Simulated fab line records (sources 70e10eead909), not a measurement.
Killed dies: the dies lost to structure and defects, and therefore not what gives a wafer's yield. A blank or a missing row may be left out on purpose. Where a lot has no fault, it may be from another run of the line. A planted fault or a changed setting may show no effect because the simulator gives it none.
The tool behind it: which one? + flow nand harc + 42 wafers from 14 lots sampled at 3 of the route's 1302 steps

== WHAT THE GAUGES READ, wafer by wafer ==
NHARC_P_BONDPAD_CD_MEAS_09 targets a cd of 500 nm. Usual: cd nm 498.4 nm, standard deviation 1.6.
| lot  | measured     | on        | cd nm (nm)        | flag |
|------|--------------|-----------|-------------------|------|
| L227 | day 6 19:06  | cd sem-01 | 500.5 498.9 498.2 |      |
| L228 | day 6 20:56  | cd sem-03 | 497.6 499.2 498.0 |      |
| L229 | day 7 10:43  | cd sem-03 | 497.9 500.0 496.7 |      |
| L230 | day 7 20:47  | cd sem-02 | 497.1 497.2 499.1 |      |
| L231 | day 8 03:28  | cd sem-02 | 499.1 499.2 501.1 |      |
| L232 | day 8 18:53  | cd sem-02 | 496.7 497.3 498.4 |      |
| L237 | day 10 14:44 | cd sem-02 | 498.5 501.8 497.0 |      |
| L236 | day 10 16:18 | cd sem-03 | 498.0 496.3 497.1 |      |
| L243 | day 13 10:58 | cd sem-01 | 500.4 500.5 500.7 |      |
| L244 | day 13 15:50 | cd sem-03 | 497.5 497.9 498.5 |      |
| L245 | day 13 21:28 | cd sem-02 | 498.8 496.4 500.3 |      |
| L246 | day 14 10:04 | cd sem-03 | 494.8 499.0 498.0 |      |
| L248 | day 15 02:28 | cd sem-01 | 498.2 496.8 500.2 |      |
| L250 | day 16 01:11 | cd sem-03 | 497.5 499.9 498.4 |      |

NHARC_P_BONDPAD_CD_MEAS_13. Usual: cd nm 497.9 nm, standard deviation 1.8.
| lot  | measured     | on        | cd nm (nm)        | flag |
|------|--------------|-----------|-------------------|------|
| L227 | day 6 19:37  | cd sem-02 | 501.5 498.1 499.4 |      |
| L228 | day 6 21:28  | cd sem-01 | 495.5 499.1 497.9 |      |
| L229 | day 7 11:14  | cd sem-01 | 497.6 500.2 496.4 |      |
| L230 | day 7 21:19  | cd sem-02 | 497.3 496.3 497.6 |      |
| L231 | day 8 04:02  | cd sem-03 | 497.2 498.2 498.7 |      |
| L232 | day 8 19:28  | cd sem-03 | 497.4 497.3 499.7 |      |
| L237 | day 10 15:16 | cd sem-03 | 498.3 501.1 496.4 |      |
| L236 | day 10 16:50 | cd sem-02 | 498.5 497.0 497.4 |      |
| L243 | day 13 11:29 | cd sem-01 | 500.0 500.1 499.8 |      |
| L244 | day 13 16:21 | cd sem-03 | 495.8 496.9 498.5 |      |
| L245 | day 13 21:59 | cd sem-01 | 498.5 496.3 501.3 |      |
| L246 | day 14 10:36 | cd sem-03 | 495.7 498.9 498.7 |      |
| L248 | day 15 02:59 | cd sem-01 | 497.3 496.8 498.8 |      |
| L250 | day 16 01:45 | cd sem-03 | 497.1 499.9 498.5 |      |

NHARC_A_ZERO_WELL_CD_MEAS_10 targets a cd of 2000 nm. Usual: cd nm 1998.8 nm, standard deviation 1.6.
| lot  | measured     | on        | cd nm (nm)           | flag |
|------|--------------|-----------|----------------------|------|
| L227 | day 6 23:13  | cd sem-02 | 1997.7 1996.6 1995.5 |      |
| L228 | day 7 01:01  | cd sem-01 | 1999.3 2000.9 1999.3 |      |
| L229 | day 7 14:51  | cd sem-03 | 1998.4 1998.6 1996.1 |      |
| L230 | day 8 01:05  | cd sem-03 | 1998.6 1998.9 2000.0 |      |
| L231 | day 8 07:35  | cd sem-02 | 1994.9 1997.1 1996.9 |      |
| L232 | day 8 23:00  | cd sem-03 | 1997.8 1998.5 1997.6 |      |
| L237 | day 10 18:58 | cd sem-02 | 1998.8 1999.7 2000.8 |      |
| L236 | day 10 20:25 | cd sem-02 | 1998.4 2000.2 1999.6 |      |
| L243 | day 13 15:04 | cd sem-02 | 1999.1 1996.6 1996.5 |      |
| L244 | day 13 19:47 | cd sem-03 | 1999.4 1995.3 1995.4 |      |
| L245 | day 14 01:32 | cd sem-02 | 1999.2 2001.4 2001.8 |      |
| L246 | day 14 14:01 | cd sem-03 | 2001.5 2001.4 1997.2 |      |
| L248 | day 15 06:34 | cd sem-03 | 2001.2 1998.0 1997.4 |      |
| L250 | day 16 05:20 | cd sem-03 | 2002.0 1999.3 1997.9 |      |

== EACH LOT AND THE TOOL THAT RAN IT (in order: tool; ch and the chambers of the sampled wafers; start) ==
There is no process step in the record ahead of these readings.

== AS READ BY THE TOOLS THEMSELVES (means over the sampled wafers that have a number; for cases with no such wafer, the mark the record gives instead) ==
The record holds no such reading with a usual standard deviation.

== THE ANSWER, worked out from the rows above alone ==
Rule: a lot is off if the mean of its wafers that have a number lies more than 3 standard deviations from the usual mean. A lot without any number at a reading at which 4 lots or more have one is off too. Any other lot the step has rows for is counted as sound. Order of review: gauges by route order, followed by the tools' own readings, for which a lot's mean as printed above is used. At the first step where some lot is off, the reading lying furthest off is the one used; lots without a number count as furthest.
No lot is off on any of the readings shown, so nothing can be concluded from this.

== WHAT THE SIMULATOR PUT IN ==
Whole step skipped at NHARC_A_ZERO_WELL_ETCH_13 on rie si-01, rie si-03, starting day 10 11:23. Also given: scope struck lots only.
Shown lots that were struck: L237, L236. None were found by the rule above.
